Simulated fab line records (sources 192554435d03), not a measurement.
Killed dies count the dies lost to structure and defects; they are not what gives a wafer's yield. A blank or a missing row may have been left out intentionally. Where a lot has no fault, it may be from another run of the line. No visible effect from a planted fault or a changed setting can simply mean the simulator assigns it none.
Matching of chambers ; flow n5-finfet ; N5_MOL_CONTACT_COAG_ETCH_91 on rie-diel-01: 4 sister chambers
The step etches SOC in N2/H2, target depth 60 nm, overetch 21 nm, time 101.2 s. 8 wafers are shown with their chamber, then 12 later ones without.

WAFERS WITH THEIR CHAMBER
wafer;chamber;drypump-motor-current-A (A);oes-product-au (a.u.)
L077.2;0;5.43;0.57
L078.1;0;5.45;0.56
L083.2;1;5.11;0.71
L083.5;2;5.94;0.71
L083.6;3;5.45;0.61
L085.1;2;5.94;0.70
L085.2;1;5.11;0.71
L085.4;3;5.44;0.62

WAFERS WITHOUT THEIR CHAMBER
wafer;drypump-motor-current-A (A);oes-product-au (a.u.)
L086.2;5.11;0.70
L086.3;5.95;0.70
L086.6;5.12;0.70
L088.3;5.92;0.69
L088.4;5.48;0.82
L088.6;5.91;0.69
L090.1;5.44;0.81
L090.2;5.40;0.61
L090.5;5.43;0.81
L097.3;5.11;0.67
L097.4;5.99;0.66
L097.5;5.97;0.67

THE CHAMBER EACH PASSED THROUGH
wafer;from the rows above;in truth
L086.2;1;1
L086.3;2;2
L086.6;1;1
L088.3;2;2
L088.4;3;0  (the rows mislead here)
L088.6;2;2
L090.1;3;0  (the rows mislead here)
L090.2;3;3
L090.5;3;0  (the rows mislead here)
L097.3;1;1
L097.4;2;2
L097.5;2;2
Correct placement for 9 of the 12. Number that these rows cannot place: 0. Placed wrongly: 3.
How it was worked out, from the rows above alone: a wafer's distance from a chamber is the root of the sum, over the readings, of the square of ((its reading less the chamber's mean) divided by the reading's scatter). If the next closest chamber is less than 2 further off than the closest, the wafer can't be placed; otherwise it belongs to the closest. Each chamber's mean is taken over the wafers shown for it. The scatter: take each reading less its chamber's mean, square it, sum over the shown wafers, divide by the number of wafers less the number of chambers, and take the root.
